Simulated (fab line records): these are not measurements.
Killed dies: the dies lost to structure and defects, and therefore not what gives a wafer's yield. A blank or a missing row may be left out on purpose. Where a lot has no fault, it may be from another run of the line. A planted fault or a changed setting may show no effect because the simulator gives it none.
Split-lot experiment || flow n5 finfet || 7 lots, 21 wafers read, on a route of 1938 steps

== SPLIT DETAILS ==
At N5_BEOL_M1_ETCH_64 (etches SOC in N2/H2, target depth 75 nm, overetch 15 nm, time 112.5 s), the setting source w was moved away from the recipe's 840 W on 8 of the 21 wafers read, by -13.2% to +5.5%. The other wafers ran this setting at the recipe's value.

The reading is taken at the split's own step.

== THE READING ==
rf vpp V, in V, at N5_BEOL_M1_ETCH_64 (etches SOC in N2/H2, target depth 75 nm, overetch 15 nm, time 112.5 s). A value of 523.6 V with a standard deviation of 2.3 V is what fault-free wafers of this fab line usually give.

{"wafer": "L078.1", "tool, chamber at the split": "rie diel-05, 2", "source w as run, W": 840, "against the recipe": "recipe", "rf vpp V, V": 527.9, "against lot-mates on the recipe": "-"}
{"wafer": "L078.4", "tool, chamber at the split": "rie diel-05, 0", "source w as run, W": 840, "against the recipe": "recipe", "rf vpp V, V": 525.1, "against lot-mates on the recipe": "-"}
{"wafer": "L078.5", "tool, chamber at the split": "rie diel-05, 2", "source w as run, W": 840, "against the recipe": "recipe", "rf vpp V, V": 526.7, "against lot-mates on the recipe": "-"}
{"wafer": "L079.1", "tool, chamber at the split": "rie diel-04, 0", "source w as run, W": 886.6, "against the recipe": "+5.5%", "rf vpp V, V": 512.9, "against lot-mates on the recipe": -12.6}
{"wafer": "L079.2", "tool, chamber at the split": "rie diel-04, 3", "source w as run, W": 840, "against the recipe": "recipe", "rf vpp V, V": 523.4, "against lot-mates on the recipe": "-"}
{"wafer": "L079.6", "tool, chamber at the split": "rie diel-04, 1", "source w as run, W": 840, "against the recipe": "recipe", "rf vpp V, V": 527.6, "against lot-mates on the recipe": "-"}
{"wafer": "L080.1", "tool, chamber at the split": "rie diel-04, 2", "source w as run, W": 840, "against the recipe": "recipe", "rf vpp V, V": 523.4, "against lot-mates on the recipe": "-"}
{"wafer": "L080.2", "tool, chamber at the split": "rie diel-04, 1", "source w as run, W": 840, "against the recipe": "recipe", "rf vpp V, V": 525.7, "against lot-mates on the recipe": "-"}
{"wafer": "L080.3", "tool, chamber at the split": "rie diel-04, 0", "source w as run, W": 840, "against the recipe": "recipe", "rf vpp V, V": 520.0, "against lot-mates on the recipe": "-"}
{"wafer": "L082.2", "tool, chamber at the split": "rie diel-04, 1", "source w as run, W": 773.5, "against the recipe": "-7.9%", "rf vpp V, V": 540.0, "against lot-mates on the recipe": "+15.8"}
{"wafer": "L082.4", "tool, chamber at the split": "rie diel-04, 3", "source w as run, W": 840, "against the recipe": "recipe", "rf vpp V, V": 523.5, "against lot-mates on the recipe": "-"}
{"wafer": "L082.6", "tool, chamber at the split": "rie diel-04, 1", "source w as run, W": 840, "against the recipe": "recipe", "rf vpp V, V": 524.9, "against lot-mates on the recipe": "-"}
{"wafer": "L083.1", "tool, chamber at the split": "rie diel-05, 1", "source w as run, W": 728.8, "against the recipe": "-13.2%", "rf vpp V, V": 551.9, "against lot-mates on the recipe": "+24.9"}
{"wafer": "L083.5", "tool, chamber at the split": "rie diel-05, 0", "source w as run, W": 728.8, "against the recipe": "-13.2%", "rf vpp V, V": 551.1, "against lot-mates on the recipe": "+24.1"}
{"wafer": "L083.6", "tool, chamber at the split": "rie diel-05, 1", "source w as run, W": 840, "against the recipe": "recipe", "rf vpp V, V": 527.0, "against lot-mates on the recipe": "-"}
{"wafer": "L085.4", "tool, chamber at the split": "rie diel-02, 2", "source w as run, W": 840, "against the recipe": "recipe", "rf vpp V, V": 527.4, "against lot-mates on the recipe": "-"}
{"wafer": "L085.5", "tool, chamber at the split": "rie diel-02, 2", "source w as run, W": 881.1, "against the recipe": "+4.9%", "rf vpp V, V": 517.8, "against lot-mates on the recipe": -9.6}
{"wafer": "L085.6", "tool, chamber at the split": "rie diel-02, 1", "source w as run, W": 881.1, "against the recipe": "+4.9%", "rf vpp V, V": 513.3, "against lot-mates on the recipe": -14.1}
{"wafer": "L097.2", "tool, chamber at the split": "rie diel-04, 1", "source w as run, W": 753.4, "against the recipe": "-10.3%", "rf vpp V, V": 543.1, "against lot-mates on the recipe": "+19.3"}
{"wafer": "L097.3", "tool, chamber at the split": "rie diel-04, 2", "source w as run, W": 840, "against the recipe": "recipe", "rf vpp V, V": 523.8, "against lot-mates on the recipe": "-"}
{"wafer": "L097.5", "tool, chamber at the split": "rie diel-04, 1", "source w as run, W": 753.4, "against the recipe": "-10.3%", "rf vpp V, V": 546.0, "against lot-mates on the recipe": "+22.2"}

FIT RESULTS
A straight line over all 21 wafers: rf vpp V changes by -1.96 V for each +1% of source w; r = -0.98; the points scatter about the line by 2.1 V.
The same after taking each lot's own level away (the mean of its wafers on the recipe; 21 wafers): -1.99 V for each +1%; r = -0.99; scatter 1.8 V.
The reading moves by 26 V for the largest change in source w, on that fit.
From 523.03 to 527.40 V: that is the span of the lots' own levels, equal to 1.9 times the standard deviation above.
So the lot-to-lot level changes the slope little: the two slopes agree.
Check: with one of the wafers moved furthest among these (-13.2%) left out of the fit, the line predicts +26.3 V for it against its lot-mates. Against them it came out at +24.9 V.
Tool readings at the split's step, against how far the setting was moved: rf vpp V r = -0.98.

== THESE WAFERS: OTHER SPLITS ==
Note: prior to the reading, these wafers also went through further splits. Each is held against what the fit with the lots' levels taken away leaves over:
{"other split on the same wafers": "N5_BEOL_M0_SAQP_SPACER1_ALD_98 ald cycles", "wafers away from the commonest value": 6, "r with rf vpp V (lot level and that fit taken away)": -0.07}

== THE FILE'S OWN FIT ==
rf vpp V changes by -1.98 V for each +1% of source w, r = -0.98.
